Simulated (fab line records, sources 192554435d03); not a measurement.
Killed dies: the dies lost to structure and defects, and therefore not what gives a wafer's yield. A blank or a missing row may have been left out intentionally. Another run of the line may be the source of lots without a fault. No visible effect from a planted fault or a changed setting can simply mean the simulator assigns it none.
Split-lot trial -- flow n5Finfet -- 39 wafers read across 7 lots, on a route 1938 steps long

## THE SPLIT ITSELF
At N5_BEOL_M13_ILD_DEP_00 (deposits SiOC from DEMS/O2, target thk 837.92 nm, time 166.4 s), the setting timeS was moved away from the recipe's 166.4 s on 18 of the 39 wafers read, by -54.6% to +51.7%. The other wafers ran this setting at the recipe's value.

Split to reading: the file shows no intervening step.

## THE READING
At N5_BEOL_M13_THK_MEAS_01: M13_ILD_THK, given in nm. On this fab line, fault-free wafers typically give 837 nm with a standard deviation of 11 nm.

wafer,"tool, chamber at the split","timeS as run, s",against the recipe,"M13_ILD_THK, nm",against lot-mates on the recipe
L075.1,"pecvd-02, 2",223.4,+34.3%,1127,+282
L075.2,"pecvd-02, 0",166.4,recipe,843,-
L075.3,"pecvd-02, 1",223.4,+34.3%,1118,+273
L075.4,"pecvd-02, 0",166.4,recipe,844,-
L075.5,"pecvd-02, 1",223.4,+34.3%,1136,+291
L075.6,"pecvd-02, 2",166.4,recipe,849,-
L077.1,"pecvd-04, 2",166.4,recipe,835,-
L077.2,"pecvd-04, 1",75.5,-54.6%,384,-452
L077.3,"pecvd-04, 0",166.4,recipe,828,-
L077.4,"pecvd-04, 1",75.5,-54.6%,390,-446
L077.5,"pecvd-04, 2",75.5,-54.6%,390,-446
L077.6,"pecvd-04, 0",166.4,recipe,845,-
L076.1,"pecvd-03, 2",166.4,recipe,835,-
L076.2,"pecvd-03, 1",166.4,recipe,831,-
L076.3,"pecvd-03, 0",166.4,recipe,831,-
L076.4,"pecvd-03, 2",210.4,+26.4%,1068,+236
L076.5,"pecvd-03, 1",210.4,+26.4%,1063,+231
L076.6,"pecvd-03, 0",210.4,+26.4%,1066,+234
L086.1,"pecvd-04, 0",166.4,recipe,842,-
L086.2,"pecvd-04, 1",92.12,-44.6%,476,-375
L086.3,"pecvd-04, 2",92.12,-44.6%,478,-373
L086.4,"pecvd-04, 0",166.4,recipe,861,-
L086.5,"pecvd-04, 2",92.12,-44.6%,482,-369
L086.6,"pecvd-04, 1",166.4,recipe,851,-
L089.1,"pecvd-03, 2",166.4,recipe,828,-
L089.2,"pecvd-03, 1",252.4,+51.7%,1255,+422
L089.3,"pecvd-03, 0",166.4,recipe,831,-
L089.4,"pecvd-03, 0",252.4,+51.7%,1281,+448
L089.5,"pecvd-03, 1",252.4,+51.7%,1279,+446
L089.6,"pecvd-03, 2",166.4,recipe,839,-
L092.1,"pecvd-04, 0",166.4,recipe,839,-
L092.2,"pecvd-04, 2",99.13,-40.4%,508,-333
L092.3,"pecvd-04, 1",166.4,recipe,833,-
L092.4,"pecvd-04, 1",99.13,-40.4%,501,-340
L092.5,"pecvd-04, 2",166.4,recipe,852,-
L092.6,"pecvd-04, 0",99.13,-40.4%,507,-334
L093.1,"pecvd-03, 0",166.4,recipe,822,-
L093.4,"pecvd-03, 2",166.4,recipe,835,-
L093.5,"pecvd-03, 0",166.4,recipe,827,-

THE FIT
A straight line over all 39 wafers: M13_ILD_THK changes by +8.29 nm for each +1% of timeS; r = +1.00; the points scatter about the line by 9.1 nm.
The same after taking each lot's own level away (the mean of its wafers on the recipe; 39 wafers): +8.36 nm for each +1%; r = +1.00; scatter 7.6 nm.
On that fit, the largest move of timeS shifts the reading by 4.6e+02 nm.
From 828.0 to 851.3 nm: that is the span of the lots' own levels, equal to 2.1 times the standard deviation above.
Hence the lot-to-lot level has little effect on the slope; both slopes agree.
Check: for one of the wafers moved furthest among these (-54.6%), held out of the fit, the line's prediction against its lot-mates is -455 nm. Against them it came out at -452 nm.

## THE OTHER SPLITS THESE WAFERS WENT THROUGH
Before the reading, these wafers also passed through other splits. Each is held against what the fit with the lots' levels taken away leaves over:
other split on the same wafers,wafers away from the commonest value,r with M13_ILD_THK (lot level and that fit taken away)
N5_BEOL_M11_PECVD_70 timeS,18,+0.00

## THE WHOLE CHAIN: every reading that the file lists as answering this split, in the file's order
step,what it does,reading,change (the file's fit),r (the file's)
N5_BEOL_M13_ILD_DEP_00,"deposits SiOC from DEMS/O2, target thk 837.92 nm, time 166.4 s","SiOC_of_BEOL_M13_ILD_DEP_00.thkNm (the simulator's own value, which no gauge read)",+8.35 nm for each +1% of the setting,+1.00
N5_BEOL_M13_THK_MEAS_01,,M13_ILD_THK,+8.36 for each +1% of the setting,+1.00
N5_BEOL_M13_VIA_ETCH_16,"etches SiOC in C4F8/O2/Ar, target depth 921.7 nm","BARC_of_BEOL_M13_COAT_58.thkNm (the simulator's own value, which no gauge read)","not straight: 89.53 at the lowest setting, 89.27 at the recipe, 27.6 at the highest",not given
N5_BEOL_M13_VIA_ETCH_16,"etches SiOC in C4F8/O2/Ar, target depth 921.7 nm","etch.depthNm (the simulator's own value, which no gauge read)",+8.35 nm for each +1% of the setting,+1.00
N5_BEOL_M13_VIA_ETCH_16,"etches SiOC in C4F8/O2/Ar, target depth 921.7 nm","coat_of_BEOL_M13_COAT_04.thkNm (the simulator's own value, which no gauge read)",-2.14 nm for each +1% of the setting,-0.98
N5_BEOL_M13_STRIP_63,strips in N2/H2,oesProductAu,"not straight: 0.783 at the lowest setting, 0.674 at the recipe, 0.233 at the highest",not given
N5_BEOL_M13_STRIP_63,strips in N2/H2,stripTimeToEndpointS,"not straight: withheld at the lowest setting, withheld at the recipe, withheld at the highest",not given
N5_BEOL_M13_STRIP_64,strips in N2/H2,stripTimeToEndpointS,"not straight: withheld at the lowest setting, withheld at the recipe, withheld at the highest",not given

## FILE'S OWN FIT
M13_ILD_THK changes by +8.36 nm for each +1% of timeS, r = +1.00.
